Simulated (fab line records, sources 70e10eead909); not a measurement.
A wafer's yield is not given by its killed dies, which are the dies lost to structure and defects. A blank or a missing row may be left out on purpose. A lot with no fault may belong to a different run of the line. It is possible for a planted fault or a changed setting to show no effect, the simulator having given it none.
Which tool is to blame? ; flow nand harc ; 24 lots, 72 wafers sampled, at 6 steps of a route of 1159

WHAT THE GAUGES READ, wafer by wafer
NHARC_A_SIN_REMOVE_INSPECT_04. Usual: 342 for raw defect count, sd 90.
lot;measured;on;raw defect count;flag
L074;day 13 21:11;defect inspect-01;346 405 289;
L075;day 15 00:34;defect inspect-01;318 291 253;
L078;day 15 11:26;defect inspect-01;307 226 468;
L077;day 15 11:25;defect inspect-01;262 285 259;
L076;day 15 11:26;defect inspect-02;251 318 256;
L082;day 16 01:14;defect inspect-01;352 244 303;
L079;day 16 01:14;defect inspect-02;414 310 393;
L080;day 16 08:39;defect inspect-01;284 500 315;
L081;day 17 00:39;defect inspect-01;343 262 272;
L085;day 17 08:18;defect inspect-02;496 370 371;
L084;day 17 08:14;defect inspect-01;347 327 440;
L086;day 17 16:49;defect inspect-01;339 399 254;
L087;day 17 16:49;defect inspect-01;316 325 423;
L083;day 17 16:49;defect inspect-02;422 316 370;
L088;day 18 03:51;defect inspect-01;347 418 277;
L089;day 18 03:51;defect inspect-02;375 307 282;
L090;day 18 22:10;defect inspect-01;318 439 510;
L093;day 19 06:37;defect inspect-01;397 513 348;
L092;day 19 06:36;defect inspect-02;344 620 805;
L091;day 19 13:43;defect inspect-01;359 315 394;
L094;day 19 13:44;defect inspect-02;408 276 295;
L095;day 20 15:03;defect inspect-01;453 425 342;
L096;day 20 15:03;defect inspect-02;255 330 322;
L097;day 20 15:04;defect inspect-02;257 301 394;

NHARC_A_CONTACT_OVL_MEAS_43. Usual: overlay x nm -0.2 nm, standard deviation 0.85; overlay y nm 0.0 nm, standard deviation 0.82.
lot;measured;on;overlay x nm (nm);overlay y nm (nm);flag
L074;day 15 16:17;overlay-02;-1.8 -1.7 -1.7;1.4 1.2 1.5;
L075;day 16 11:26;overlay-02;0.4 0.5 0.6;-0.6 -0.6 -0.3;
L078;day 16 23:26;overlay-02;-1.5 -1.3 -1.8;-0.9 -0.8 -1.5;
L077;day 16 19:09;overlay-02;0.0 0.2 -0.1;1.8 1.1 1.9;
L076;day 16 18:29;overlay-02;-1.0 -1.3 -1.4;-0.2 -0.4 0.0;
L082;day 17 13:49;overlay-02;-0.8 -0.3 -0.5;-0.2 0.2 -0.1;
L079;day 17 18:38;overlay-02;-0.3 -1.0 -0.7;0.2 -0.2 -0.2;
L080;day 18 01:55;overlay-02;0.8 1.4 1.0;-1.9 -2.2 -2.6;
L081;day 18 08:49;overlay-02;-0.5 -0.5 -0.4;0.2 -0.2 -0.8;
L085;day 18 17:26;overlay-02;-0.4 0.1 -0.9;-0.2 0.4 0.7;
L084;day 18 18:34;overlay-02;-0.3 0.1 0.1;-0.1 -0.8 -0.6;
L086;day 19 00:08;overlay-02;-0.1 0.3 0.4;-0.1 0.5 0.8;
L087;day 19 00:30;overlay-02;-1.0 -1.0 -1.1;0.3 0.4 0.1;
L083;day 19 04:46;overlay-02;1.2 1.1 1.0;0.7 1.9 0.5;
L088;day 19 16:56;overlay-02;-1.1 -0.9 -1.1;0.4 0.0 0.0;
L089;day 19 16:32;overlay-02;0.1 0.3 -0.1;-1.0 -1.1 -0.9;
L090;day 20 08:34;overlay-02;0.6 0.3 0.2;0.4 -0.4 -0.2;
L093;day 20 19:18;overlay-02;0.6 0.6 1.4;-0.3 -0.4 0.1;
L092;day 20 16:11;overlay-02;-1.3 -0.9 -0.2;-0.6 -0.6 0.0;
L091;day 21 00:16;overlay-02;0.8 0.2 0.2;-0.2 -0.2 -0.5;
L094;day 20 23:09;overlay-02;-0.2 -0.4 -0.2;-0.1 -0.5 -0.4;
L095;day 22 02:25;overlay-02;0.1 -0.3 -0.1;0.3 -0.2 0.1;
L096;day 22 01:51;overlay-01;0.8 0.8 1.3;0.8 0.6 0.5;
L097;day 22 06:52;overlay-01;-0.8 -0.9 -0.9;0.9 0.7 0.4;

WHAT TOOL EACH LOT RAN ON (gives the tool, then ch and the chambers of the sampled wafers, and finally the start)
lot;NHARC_A_STAIRCASE_CMP_450;NHARC_A_SGD_CUT_ETCH_16;NHARC_A_SGD_CUT_CMP_21;NHARC_A_SGD_CUT_STRIP_28
L074;cmp-01 ch 1,2,3, day 12 21:13;rie diel-09 ch 2,3, day 13 05:18 or earlier;cmp-03 ch 1,3, day 13 05:18;rie diel-06 ch 1,2,3, day 13 21:11 or earlier
L075;cmp-01 ch 0,1,2, day 13 22:37;rie diel-04 ch 0,1,3, day 14 07:07 or earlier;cmp-03 ch 0,1,3, day 14 07:07;rie diel-06 ch 0,1,3, day 15 00:34 or earlier
L078;cmp-04 ch 0,1,2, day 14 10:37;rie diel-04 ch 1,2,3, day 14 20:19 or earlier;cmp-03 ch 0,1,2, day 14 20:19;rie diel-04 ch 0,1,2, day 15 11:26 or earlier
L077;cmp-03 ch 1,2,3, day 14 10:48;rie diel-06 ch 0,2,3, day 14 20:19 or earlier;cmp-01 ch 0,1,3, day 14 20:19;rie diel-06 ch 0,2,3, day 15 11:25 or earlier
L076;cmp-01 ch 0,1,2, day 14 11:34;rie diel-04 ch 0,2, day 14 20:19 or earlier;cmp-02 ch 1,2, day 14 20:19;rie diel-09 ch 1,3, day 15 11:26 or earlier
L082;cmp-03 ch 1,2,3, day 15 01:36;rie diel-04 ch 0,1,3, day 15 10:09 or earlier;cmp-03 ch 0,1,3, day 15 10:09;rie diel-09 ch 0,1, day 16 01:14 or earlier
L079;cmp-04 ch 1,2,3, day 15 01:37;rie diel-06 ch 0,2, day 15 10:06 or earlier;cmp-01 ch 2,3, day 15 10:06;rie diel-06 ch 1,2,3, day 16 01:14 or earlier
L080;cmp-03 ch 0,1,3, day 15 02:59;rie diel-09 ch 0,1, day 15 10:06 or earlier;cmp-02 ch 1,2,3, day 15 10:06;rie diel-09 ch 1,2,3, day 16 08:39 or earlier
L081;cmp-04 ch 0,1,3, day 15 21:43;rie diel-04 ch 0,1,2, day 16 08:09 or earlier;cmp-01 ch 0,1,2, day 16 08:09;rie diel-04 ch 1,2,3, day 17 00:39 or earlier
L085;cmp-04 ch 2,3, day 16 08:37;rie diel-06 ch 0,1,3, day 16 17:18 or earlier;cmp-03 ch 1,2, day 16 17:18;rie diel-04 ch 0,1, day 17 08:18 or earlier
L084;cmp-03 ch 0,2, day 16 08:54;rie diel-04 ch 1,3, day 16 17:18 or earlier;cmp-02 ch 0,1, day 16 17:18;rie diel-06 ch 2,3, day 17 08:14 or earlier
L086;cmp-01 ch 0,2,3, day 16 15:27;rie diel-09 ch 1,3, day 17 00:49 or earlier;cmp-03 ch 0,1,3, day 17 00:49;rie diel-04 ch 0,2,3, day 17 16:49 or earlier
L087;cmp-03 ch 1,2, day 16 16:46;rie diel-06 ch 0,1,2, day 17 00:53 or earlier;cmp-01 ch 0,1,2, day 17 00:53;rie diel-04 ch 1,2,3, day 17 16:49 or earlier
L083;cmp-03 ch 0,2,3, day 16 18:16;rie diel-06 ch 0,2,3, day 17 00:49 or earlier;cmp-02 ch 1,2, day 17 00:49;rie diel-06 ch 0,2,3, day 17 16:49 or earlier
L088;cmp-04 ch 0,2,3, day 17 03:16;rie diel-04 ch 1,2,3, day 17 12:10 or earlier;cmp-02 ch 0,2,3, day 17 12:10;rie diel-04 ch 0,2,3, day 18 03:51 or earlier
L089;cmp-01 ch 1,2,3, day 17 03:51;rie diel-06 ch 0,1,2, day 17 12:10 or earlier;cmp-03 ch 0,2,3, day 17 12:10;rie diel-06 ch 0,2,3, day 18 03:51 or earlier
L090;cmp-03 ch 0,1,2, day 17 22:40;rie diel-06 ch 0,3, day 18 07:10 or earlier;cmp-01 ch 0,1, day 18 07:10;rie diel-04 ch 1,2,3, day 18 22:10 or earlier
L093;cmp-03 ch 0,1,3, day 18 06:37;rie diel-04 ch 0,2,3, day 18 14:52 or earlier;cmp-01 ch 0,1,2, day 18 14:52;rie diel-09 ch 1,2,3, day 19 06:37 or earlier
L092;cmp-04 ch 2,3, day 18 06:55;rie diel-09 ch 1,2, day 18 14:55 or earlier;cmp-03 ch 0,1,3, day 18 14:55;rie diel-04 ch 2,3, day 19 06:36 or earlier
L091;cmp-03 ch 0,3, day 18 11:41;rie diel-04 ch 0,2,3, day 18 21:19 or earlier;cmp-02 ch 0,2, day 18 21:19;rie diel-04 ch 0,2, day 19 13:43 or earlier
L094;cmp-04 ch 0,1,3, day 18 11:50;rie diel-09 ch 1,2,3, day 18 21:19 or earlier;cmp-01 ch 1,2,3, day 18 21:19;rie diel-06 ch 1,2,3, day 19 13:44 or earlier
L095;cmp-03 ch 0,1, day 19 12:24;rie diel-06 ch 0,1,2, day 20 00:05 or earlier;cmp-01 ch 0,1,3, day 20 00:05;rie diel-09 ch 0,2, day 20 00:41
L096;cmp-01 ch 0,2, day 19 12:34;rie diel-04 ch 0,2,3, day 20 00:01 or earlier;cmp-03 ch 1,3, day 20 00:01;rie diel-04 ch 0,1,2, day 20 15:03 or earlier
L097;cmp-04 ch 0,3, day 19 12:53;rie diel-09 ch 0,3, day 20 00:07 or earlier;cmp-02 ch 0,1,2, day 20 00:07;rie diel-04 ch 0,3, day 20 15:04 or earlier
- NHARC_A_STAIRCASE_CMP_450: polishes SiO2, target thk 200 nm.
- NHARC_A_SGD_CUT_ETCH_16: etches the open film in C4F8/O2/Ar, target depth 310.5 nm, time 155.2 s.
- NHARC_A_SGD_CUT_CMP_21: polishes, target thk 148.19 nm.
- NHARC_A_SGD_CUT_STRIP_28: strips in O2, time 20 s.

WHAT THE TOOLS THEMSELVES READ (means of the sampled wafers that have a number; where no wafer has one, the mark that the record gives instead)
NHARC_A_STAIRCASE_CMP_450. Usual: 11.8 A for motor current A, sd 1.3.
lot;tool;motor current A (A);flag
L074;cmp-01;12.4;
L075;cmp-01;12.6;
L078;cmp-04;11.6;
L077;cmp-03;12.7;
L076;cmp-01;12.6;
L082;cmp-03;12.6;
L079;cmp-04;11.3;
L080;cmp-03;11.7;
L081;cmp-04;11.2;
L085;cmp-04;10.5;
L084;cmp-03;11.7;
L086;cmp-01;12.1;
L087;cmp-03;13.1;
L083;cmp-03;12.1;
L088;cmp-04;10.4;
L089;cmp-01;12.6;
L090;cmp-03;12.2;
L093;cmp-03;11.4;
L092;cmp-04;9.9;
L091;cmp-03;11.9;
L094;cmp-04;11.1;
L095;cmp-03;12.1;
L096;cmp-01;12.7;
L097;cmp-04;10.2;

NHARC_A_SGD_CUT_ETCH_16. Usual: oes product au 0.964 a.u., standard deviation 0.016; rf vpp V 723 V, standard deviation 4.
lot;tool;oes product au (a.u.);rf vpp V (V);flag
L074;rie diel-09;0.954;722;
L075;rie diel-04;0.957;723;
L078;rie diel-04;0.940;724;
L077;rie diel-06;0.962;722;
L076;rie diel-04;0.977;723;
L082;rie diel-04;0.971;723;
L079;rie diel-06;0.978;723;
L080;rie diel-09;0.954;721;
L081;rie diel-04;0.968;725;
L085;rie diel-06;0.962;723;
L084;rie diel-04;0.931;726;
L086;rie diel-09;0.965;721;
L087;rie diel-06;0.978;725;
L083;rie diel-06;0.974;723;
L088;rie diel-04;0.967;724;
L089;rie diel-06;0.966;725;
L090;rie diel-06;0.981;720;
L093;rie diel-04;0.969;721;
L092;rie diel-09;0.957;721;
L091;rie diel-04;0.948;722;
L094;rie diel-09;0.967;721;
L095;rie diel-06;0.971;724;
L096;rie diel-04;0.942;721;
L097;rie diel-09;0.966;720;

NHARC_A_SGD_CUT_CMP_21. Usual: motor current A 12.0 A, standard deviation 1; time to endpoint s 50 s, standard deviation 3.6.
lot;tool;motor current A (A);time to endpoint s (s);flag
L074;cmp-03;11.6;48;
L075;cmp-03;11.8;49;
L078;cmp-03;12.3;50;
L077;cmp-01;11.6;56;
L076;cmp-02;11.2;55;
L082;cmp-03;11.7;47;
L079;cmp-01;12.0;50;
L080;cmp-02;11.8;50;
L081;cmp-01;12.8;51;
L085;cmp-03;12.9;45;
L084;cmp-02;11.4;49;
L086;cmp-03;11.8;48;
L087;cmp-01;12.8;53;
L083;cmp-02;11.9;54;
L088;cmp-02;11.4;54;
L089;cmp-03;12.2;50;
L090;cmp-01;11.5;53;
L093;cmp-01;12.9;50;
L092;cmp-03;11.8;53;
L091;cmp-02;11.0;50;
L094;cmp-01;12.5;50;
L095;cmp-01;11.3;51;
L096;cmp-03;12.2;47;
L097;cmp-02;11.1;46;

NHARC_A_SGD_CUT_STRIP_28. Usual: drypump motor current A 5.7 A, standard deviation 0.41; oes product au 0.996 a.u., standard deviation 0.012; rf vpp V 57.8 V, standard deviation 0.91; showerhead plenum p Torr 3.50 Torr, standard deviation 0.13; throttle valve pct 17.037 %, standard deviation 0.0088.
lot;tool;drypump motor current A (A);oes product au (a.u.);rf vpp V (V);showerhead plenum p Torr (Torr);throttle valve pct (%);flag
L074;rie diel-06;5.9;1.007;57.3;3.48;17.036;
L075;rie diel-06;5.5;1.005;58.3;3.52;17.027;
L078;rie diel-04;5.8;0.994;57.7;3.60;17.031;
L077;rie diel-06;5.5;1.000;57.7;3.48;17.039;
L076;rie diel-09;5.8;0.993;57.6;3.47;17.033;
L082;rie diel-09;5.6;1.007;58.3;3.44;17.040;
L079;rie diel-06;5.9;1.014;57.3;3.48;17.031;
L080;rie diel-09;5.9;1.000;57.5;3.47;17.031;
L081;rie diel-04;5.9;0.994;57.7;3.54;17.040;
L085;rie diel-04;5.6;0.991;57.9;3.58;17.039;
L084;rie diel-06;5.9;0.990;56.9;3.38;17.038;
L086;rie diel-04;5.5;0.986;58.2;3.45;17.037;
L087;rie diel-04;5.9;0.984;57.9;3.54;17.032;
L083;rie diel-06;5.5;0.997;57.1;3.48;17.037;
L088;rie diel-04;5.4;0.995;58.8;3.45;17.044;
L089;rie diel-06;5.5;0.998;57.7;3.48;17.031;
L090;rie diel-04;5.9;0.995;57.7;3.54;17.038;
L093;rie diel-09;5.9;1.000;57.2;3.47;17.038;
L092;rie diel-04;5.5;0.996;57.9;3.39;17.032;
L091;rie diel-04;5.6;0.993;57.8;3.51;17.032;
L094;rie diel-06;5.9;0.997;57.9;3.48;17.037;
L095;rie diel-09;5.9;0.986;58.9;3.40;17.037;
L096;rie diel-04;5.8;0.990;58.0;3.59;17.035;
L097;rie diel-04;5.3;0.989;57.7;3.38;17.041;

THE ANSWER, worked out from the rows above alone
Rule: lot off if the mean of its wafers having a number is beyond 3 standard deviations from the usual mean. A lot without any number at a reading at which 4 lots or more have one is off too. Any other lot the step has rows for is counted as sound. Order of review: gauges by route order, followed by the tools' own readings, for which a lot's mean as printed above is used. At the first step where some lot is off, the reading lying furthest off is the one used; lots without a number count as furthest.
Across all readings shown, no lot is off: no conclusion can be drawn from this.

WHAT THE SIMULATOR HAD INSERTED
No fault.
